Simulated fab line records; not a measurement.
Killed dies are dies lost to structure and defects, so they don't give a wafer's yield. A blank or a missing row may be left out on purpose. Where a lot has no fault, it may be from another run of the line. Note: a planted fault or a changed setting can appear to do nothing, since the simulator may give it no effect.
Matching of chambers | flow n5 finfet | 3 sister chambers for N5_GATE_CUT_PECVD_57 on pecvd-02
The step deposits SiNx from SiH4/NH3/N2, target thk 21 nm. 14 wafers are shown with their chamber, then 7 later ones without.

== WAFERS PAIRED WITH THEIR CHAMBERS ==
wafer  | chamber | throttle valve pct (%) | showerhead plenum p Torr (Torr) | heater power w (W)
L076.1 | 0       | 39.6                   | 5.18                            | 719
L076.2 | 1       | 40.9                   | 5.10                            | 853
L076.5 | 1       | 40.6                   | 5.11                            | 874
L079.1 | 1       | 41.0                   | 5.11                            | 866
L079.3 | 2       | 38.0                   | 5.20                            | 751
L079.5 | 1       | 40.9                   | 5.11                            | 844
L082.1 | 0       | 39.9                   | 5.16                            | 752
L082.4 | 2       | 38.3                   | 5.20                            | 710
L082.5 | 2       | 37.8                   | 5.20                            | 692
L086.2 | 1       | 41.1                   | 5.11                            | 847
L086.3 | 2       | 37.9                   | 5.19                            | 637
L086.6 | 2       | 38.1                   | 5.20                            | 623
L087.3 | 2       | 38.2                   | 5.20                            | 658
L087.4 | 2       | 38.3                   | 5.20                            | 669

SIGNATURES (means of the wafers above)
reading                  | chamber 0 | chamber 1 | chamber 2 | scatter within a chamber
throttle valve pct       | 39.750    | 40.900    | 38.086    | 0.194
showerhead plenum p Torr | 5.1700    | 5.1080    | 5.1986    | 0.00577
heater power w           | 735.50    | 856.80    | 677.14    | 34.3
Rule: for a wafer and a chamber, the distance is found by dividing, reading by reading, the gap between the wafer's reading and the chamber's mean by the reading's scatter, squaring, summing and taking the root. The wafer belongs to the nearest chamber; if the next one is less than 2 further off, it can't be placed. How the scatter is found: for the shown wafers, subtract from each reading the mean of its chamber, square and add these, divide the total by (wafers less chambers), then take the root.

== WAFERS WITH NO CHAMBER GIVEN ==
wafer  | throttle valve pct (%) | showerhead plenum p Torr (Torr) | heater power w (W)
L087.5 | 40.9                   | 5.12                            | 772
L093.2 | 40.4                   | 5.10                            | 784
L093.3 | 38.5                   | 5.21                            | 660
L093.6 | 40.9                   | 5.12                            | 776
L097.2 | 40.8                   | 5.10                            | 821
L097.3 | 39.8                   | 5.16                            | 743
L097.6 | 40.6                   | 5.11                            | 843

== WHICH CHAMBER EACH ONE RAN IN ==
wafer  | from the rows above | in truth
L087.5 | 1                   | 1
L093.2 | 1                   | 1
L093.3 | 2                   | 2
L093.6 | 1                   | 1
L097.2 | 1                   | 1
L097.3 | 0                   | 0
L097.6 | 1                   | 1
Correctly placed: 7 of 7. Not placeable from these rows: 0. Placed wrongly: 0.
